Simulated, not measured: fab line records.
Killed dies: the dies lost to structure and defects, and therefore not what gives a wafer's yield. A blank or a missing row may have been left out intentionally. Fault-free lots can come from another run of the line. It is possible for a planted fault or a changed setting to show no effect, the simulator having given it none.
Chamber matching :: flow nand_harc :: rie_diel-04 running NHARC_A_M0_ETCH_34: 4 sister chambers
The step etches the open film in N2/H2, target depth 40 nm, overetch 12 nm, time 43.94 s. 18 wafers are shown with their chamber, then 9 later ones without.

== WAFERS, EACH WITH ITS CHAMBER ==
wafer: L075.3
chamber: 0
showerhead_plenum_p_Torr (Torr): 2.05
drypump_motor_current_A (A): 5.2
rf_vpp_V (V): 429.4

wafer: L075.5
chamber: 3
showerhead_plenum_p_Torr (Torr): 1.95
drypump_motor_current_A (A): 4.8
rf_vpp_V (V): 428.2

wafer: L075.6
chamber: 2
showerhead_plenum_p_Torr (Torr): 1.94
drypump_motor_current_A (A): 5.7
rf_vpp_V (V): 426.1

wafer: L076.2
chamber: 2
showerhead_plenum_p_Torr (Torr): 1.94
drypump_motor_current_A (A): 5.8
rf_vpp_V (V): 426.8

wafer: L076.4
chamber: 1
showerhead_plenum_p_Torr (Torr): 1.97
drypump_motor_current_A (A): 5.9
rf_vpp_V (V): 430.1

wafer: L076.5
chamber: 1
showerhead_plenum_p_Torr (Torr): 1.97
drypump_motor_current_A (A): 6.0
rf_vpp_V (V): 428.6

wafer: L078.1
chamber: 3
showerhead_plenum_p_Torr (Torr): 1.95
drypump_motor_current_A (A): 4.8
rf_vpp_V (V): 427.4

wafer: L078.4
chamber: 1
showerhead_plenum_p_Torr (Torr): 1.97
drypump_motor_current_A (A): 5.9
rf_vpp_V (V): 428.4

wafer: L078.6
chamber: 1
showerhead_plenum_p_Torr (Torr): 1.97
drypump_motor_current_A (A): 6.0
rf_vpp_V (V): 429.2

wafer: L080.1
chamber: 2
showerhead_plenum_p_Torr (Torr): 1.93
drypump_motor_current_A (A): 5.7
rf_vpp_V (V): 427.7

wafer: L080.3
chamber: 1
showerhead_plenum_p_Torr (Torr): 1.97
drypump_motor_current_A (A): 5.9
rf_vpp_V (V): 428.5

wafer: L080.5
chamber: 1
showerhead_plenum_p_Torr (Torr): 1.97
drypump_motor_current_A (A): 5.9
rf_vpp_V (V): 428.8

wafer: L079.2
chamber: 3
showerhead_plenum_p_Torr (Torr): 1.95
drypump_motor_current_A (A): 4.8
rf_vpp_V (V): 429.7

wafer: L079.3
chamber: 0
showerhead_plenum_p_Torr (Torr): 2.05
drypump_motor_current_A (A): 5.1
rf_vpp_V (V): 431.5

wafer: L079.6
chamber: 2
showerhead_plenum_p_Torr (Torr): 1.93
drypump_motor_current_A (A): 5.7
rf_vpp_V (V): 427.3

wafer: L085.1
chamber: 3
showerhead_plenum_p_Torr (Torr): 1.95
drypump_motor_current_A (A): 4.8
rf_vpp_V (V): 428.6

wafer: L085.3
chamber: 1
showerhead_plenum_p_Torr (Torr): 1.96
drypump_motor_current_A (A): 5.9
rf_vpp_V (V): 427.4

wafer: L085.6
chamber: 0
showerhead_plenum_p_Torr (Torr): 2.05
drypump_motor_current_A (A): 5.1
rf_vpp_V (V): 431.2

SIGNATURES (averages over the wafers above)
reading: showerhead_plenum_p_Torr
chamber 0: 2.0500
chamber 1: 1.9686
chamber 2: 1.9350
chamber 3: 1.9500
scatter within a chamber: 0.00364

reading: drypump_motor_current_A
chamber 0: 5.133
chamber 1: 5.929
chamber 2: 5.725
chamber 3: 4.800
scatter within a chamber: 0.0451

reading: rf_vpp_V
chamber 0: 430.700
chamber 1: 428.714
chamber 2: 426.975
chamber 3: 428.475
scatter within a chamber: 0.878
Rule: a wafer's distance from a chamber is the root of the sum, over the readings, of the square of ((its reading less the chamber's mean) divided by the reading's scatter). The wafer belongs to the nearest chamber; if the next one is less than 2 further off, it can't be placed. The scatter is the square root of a quotient: the sum, over the shown wafers, of each reading's squared deviation from its chamber's mean, divided by wafers minus chambers.

== WAFERS WITHOUT THEIR CHAMBER ==
wafer: L086.2
showerhead_plenum_p_Torr (Torr): 1.95
drypump_motor_current_A (A): 4.8
rf_vpp_V (V): 427.7

wafer: L086.3
showerhead_plenum_p_Torr (Torr): 1.96
drypump_motor_current_A (A): 5.9
rf_vpp_V (V): 428.2

wafer: L086.6
showerhead_plenum_p_Torr (Torr): 2.05
drypump_motor_current_A (A): 5.2
rf_vpp_V (V): 431.6

wafer: L091.1
showerhead_plenum_p_Torr (Torr): 1.96
drypump_motor_current_A (A): 6.0
rf_vpp_V (V): 427.9

wafer: L091.5
showerhead_plenum_p_Torr (Torr): 2.05
drypump_motor_current_A (A): 5.2
rf_vpp_V (V): 432.2

wafer: L091.6
showerhead_plenum_p_Torr (Torr): 1.96
drypump_motor_current_A (A): 5.9
rf_vpp_V (V): 428.7

wafer: L095.2
showerhead_plenum_p_Torr (Torr): 1.95
drypump_motor_current_A (A): 4.8
rf_vpp_V (V): 427.6

wafer: L095.4
showerhead_plenum_p_Torr (Torr): 2.05
drypump_motor_current_A (A): 5.2
rf_vpp_V (V): 431.4

wafer: L095.5
showerhead_plenum_p_Torr (Torr): 2.05
drypump_motor_current_A (A): 5.1
rf_vpp_V (V): 430.0

== CHAMBER TAKEN BY EACH ==
wafer: L086.2
from the rows above: 3
in truth: 3

wafer: L086.3
from the rows above: 1
in truth: 1

wafer: L086.6
from the rows above: 0
in truth: 0

wafer: L091.1
from the rows above: 1
in truth: 1

wafer: L091.5
from the rows above: 0
in truth: 0

wafer: L091.6
from the rows above: 1
in truth: 1

wafer: L095.2
from the rows above: 3
in truth: 3

wafer: L095.4
from the rows above: 0
in truth: 0

wafer: L095.5
from the rows above: 0
in truth: 0
Placed correctly: 9 of 9. Number that these rows cannot place: 0. Wrongly placed: 0.
